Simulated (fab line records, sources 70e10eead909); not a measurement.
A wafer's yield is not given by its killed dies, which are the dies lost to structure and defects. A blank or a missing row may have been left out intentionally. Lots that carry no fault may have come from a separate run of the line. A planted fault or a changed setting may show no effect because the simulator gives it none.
Which tool is to blame? | flow nandHarc | 39 wafers from 13 lots sampled at 5 of the route's 1302 steps

## WHAT THE GAUGES SHOWED, per wafer
NHARC_A_CHANNEL_HOLE_D1_INSPECT_40.
lot  | measured     | on               | rawDefectCount
L332 | day 9 23:55  | defectInspect-01 | 85 104 85
L331 | day 10 01:13 | defectInspect-02 | 52 29 58
L333 | day 10 14:58 | defectInspect-02 | 61 77 68
L340 | day 13 05:04 | defectInspect-02 | 104 96 74
L341 | day 13 15:14 | defectInspect-01 | 52 49 75
L342 | day 14 03:39 | defectInspect-01 | 52 52 59
L343 | day 14 23:01 | defectInspect-02 | 118 72 88
L344 | day 15 00:46 | defectInspect-01 | 42 35 48
L345 | day 15 11:13 | defectInspect-01 | 90 89 95
L348 | day 16 21:02 | defectInspect-02 | 95 100 109
L349 | day 16 22:43 | defectInspect-02 | 51 61 58
L350 | day 17 15:00 | defectInspect-01 | 112 78 92
L352 | day 18 09:01 | defectInspect-01 | 79 51 66

NHARC_A_ONON_D2_THK_MEAS_14: measures by ellipsometry.
lot  | measured     | on           | thkNm (nm)
L332 | day 13 15:43 | filmMetro-02 | 992 990 991
L331 | day 13 15:47 | filmMetro-01 | 994 992 993
L333 | day 14 05:46 | filmMetro-01 | 1014 1016 1014
L340 | day 16 20:27 | filmMetro-01 | 999 999 1000
L341 | day 17 13:33 | filmMetro-01 | 928 929 928 929 929 929
L342 | day 17 19:04 | filmMetro-01 | 933 935 932 933 933 934
L343 | day 18 14:58 | filmMetro-02 | 1012 1007 1009
L344 | day 18 15:08 | filmMetro-01 | 999 999 998
L345 | day 19 04:13 | filmMetro-02 | 1002 1000 1000
L348 | day 20 12:16 | filmMetro-01 | 1025 1025 1026
L349 | day 20 12:16 | filmMetro-02 | 990 988 989
L350 | day 21 07:10 | filmMetro-01 | 987 987 986
L352 | day 21 21:20 | filmMetro-01 | 988 989 990

NHARC_END_SORT_01.
lot  | measured     | on        | killedAtArray | killedAtOther | killedAtPeriphery | killedDies  | killedOpen | killedShort
L332 | day 25 20:22 | prober-01 | 59 53 49      | 1 1 0         | 2 0 1             | 62 54 50    | 2 4 3      | 2 2 1
L340 | day 28 12:41 | prober-02 | 96 63 77      | 0 0 0         | 6 4 10            | 102 67 87   | 4 2 1      | 2 3 3
L341 | day 29 15:25 | prober-02 | 674 668 671   | 0 1 0         | 3 8 6             | 677 677 677 | 3 2 6      | 0 3 5
L342 | day 29 17:06 | prober-01 | 667 673 673   | 0 0 1         | 10 4 3            | 677 677 677 | 4 3 2      | 0 1 1
L343 | day 31 10:37 | prober-01 | 93 65 73      | 0 1 1         | 4 0 7             | 97 66 81    | 5 4 4      | 2 1 4
L344 | day 31 02:01 | prober-02 | 55 28 37      | 3 3 5         | 2 4 0             | 60 35 42    | 4 1 3      | 2 2 2
L345 | day 30 19:50 | prober-02 | 77 69 74      | 0 0 1         | 8 10 11           | 85 79 86    | 4 3 7      | 2 1 2
L348 | day 32 21:08 | prober-01 | 67 70 74      | 0 1 0         | 6 4 6             | 73 75 80    | 7 1 6      | 4 3 2
L349 | day 32 21:00 | prober-02 | 38 56 61      | 1 0 1         | 3 2 1             | 42 58 63    | 4 2 1      | 3 3 5
L350 | day 33 02:50 | prober-01 | 57 59 54      | 0 1 4         | 2 0 2             | 59 60 60    | 5 3 2      | 1 1 1

## EACH LOT AND THE TOOL THAT RAN IT (in order: tool; ch and the chambers of the sampled wafers; start)
lot  | NHARC_A_CHANNEL_FILL_D1_STRIP_28  | NHARC_A_ONON_D2_DEP_12
L332 | rieDiel-08 ch 1,2,3, day 11 00:25 | pecvdOnon-03 ch 0, day 13 15:19
L331 | rieDiel-13 ch 0,1,2, day 11 00:26 | pecvdOnon-02 ch 0, day 13 15:17
L333 | rieDiel-08 ch 2,3, day 11 15:26   | pecvdOnon-02 ch 0, day 14 05:23
L340 | rieDiel-09 ch 0,1,2, day 14 04:35 | pecvdOnon-03 ch 0, day 16 20:00
L341 | rieDiel-08 ch 1,2,3, day 14 18:16 | pecvdOnon-03 ch 0, day 17 13:02
L342 | rieDiel-09 ch 1,2, day 15 08:02   | pecvdOnon-03 ch 0, day 17 18:40
L343 | rieDiel-13 ch 1,2,3, day 16 00:28 | pecvdOnon-02 ch 0, day 18 14:35
L344 | rieDiel-08 ch 1,2,3, day 16 00:28 | pecvdOnon-01 ch 0, day 18 14:37
L345 | rieDiel-09 ch 1,3, day 16 11:37   | pecvdOnon-02 ch 0, day 19 03:50
L348 | rieDiel-08 ch 0,3, day 17 23:20   | pecvdOnon-02 ch 0, day 20 11:55
L349 | rieDiel-13 ch 1,2,3, day 17 23:20 | pecvdOnon-01 ch 0, day 20 11:45
L350 | rieDiel-13 ch 0,3, day 18 15:34   | pecvdOnon-01 ch 0, day 21 06:40
L352 | rieDiel-08 ch 1,2,3, day 19 09:31 | pecvdOnon-03 ch 0, day 21 20:53
- NHARC_A_CHANNEL_FILL_D1_STRIP_28: strips in O2, time 20 s.
- NHARC_A_ONON_D2_DEP_12: target thk 1000 nm.

## AS READ BY THE TOOLS THEMSELVES (means over the sampled wafers that have a number; for cases with no such wafer, the mark the record gives instead)
NHARC_A_CHANNEL_FILL_D1_STRIP_28.
lot  | tool       | drypumpMotorCurrentA (A) | mfcArSccm (sccm) | oesProductAu (a.u.) | rfVppV (V) | showerheadPlenumPTorr (Torr) | throttleValvePct (%)
L332 | rieDiel-08 | 5.0                      | 0.018            | 0.993               | 57.3       | 3.57                         | 17.044
L331 | rieDiel-13 | 5.7                      | 0.011            | 0.991               | 57.2       | 3.40                         | 17.036
L333 | rieDiel-08 | 4.9                      | 0.019            | 1.003               | 57.3       | 3.50                         | 17.038
L340 | rieDiel-09 | 5.4                      | 0.021            | 0.995               | 57.3       | 3.54                         | 17.039
L341 | rieDiel-08 | 5.0                      | 0.018            | 0.997               | 57.8       | 3.57                         | 17.040
L342 | rieDiel-09 | 5.4                      | 0.023            | 0.977               | 58.6       | 3.64                         | 17.041
L343 | rieDiel-13 | 5.4                      | 0.011            | 0.998               | 56.9       | 3.44                         | 17.041
L344 | rieDiel-08 | 5.1                      | 0.018            | 0.994               | 57.7       | 3.57                         | 17.041
L345 | rieDiel-09 | 5.3                      | 0.008            | 0.988               | 57.4       | 3.49                         | 17.032
L348 | rieDiel-08 | 5.0                      | 0.020            | 0.993               | 56.4       | 3.36                         | 17.044
L349 | rieDiel-13 | 5.4                      | 0.011            | 0.991               | 57.1       | 3.43                         | 17.035
L350 | rieDiel-13 | 5.3                      | 0.000            | 0.996               | 56.9       | 3.45                         | 17.038
L352 | rieDiel-08 | 5.0                      | 0.018            | 0.984               | 58.1       | 3.57                         | 17.032

## THE ANSWER, worked out from the rows above alone
Rule: the lots themselves supply what counts as usual. Put in order of their means at a reading, lots are off if they are a third of the lots or fewer, leave a main group of 4 or more, and stand apart from it by a gap of 3 or more times the standard deviation of the main group's means; of several such gaps the widest counts. If all means in a main group match to the digits the tables above print for the reading, that group is not used. A lot without any number at a reading at which 4 lots or more have one is off too. All remaining lots with rows at the step are treated as sound. After the gauges, taken in route order, come the tools' own readings; for these a lot's mean is taken, as printed above. The first step at which some lot is off is used, and at that step the reading that is off furthest; a lot without a number counts as furthest.
Off: L341, L342 (NHARC_A_ONON_D2_THK_MEAS_14, thkNm). Mean 1000 nm and standard deviation 12 in the main group.
If a tool, at a process step before that reading, ran all the lots that are off and no sound lot after the first of them, it fits. The gauges at NHARC_A_ONON_D2_THK_MEAS_14 aren't tried: what is off there is off at NHARC_END_SORT_01 too, on other tools, and a gauge's error can't cause that. None of those tried fits.

## WHAT HAD BEEN PUT IN BY THE SIMULATOR
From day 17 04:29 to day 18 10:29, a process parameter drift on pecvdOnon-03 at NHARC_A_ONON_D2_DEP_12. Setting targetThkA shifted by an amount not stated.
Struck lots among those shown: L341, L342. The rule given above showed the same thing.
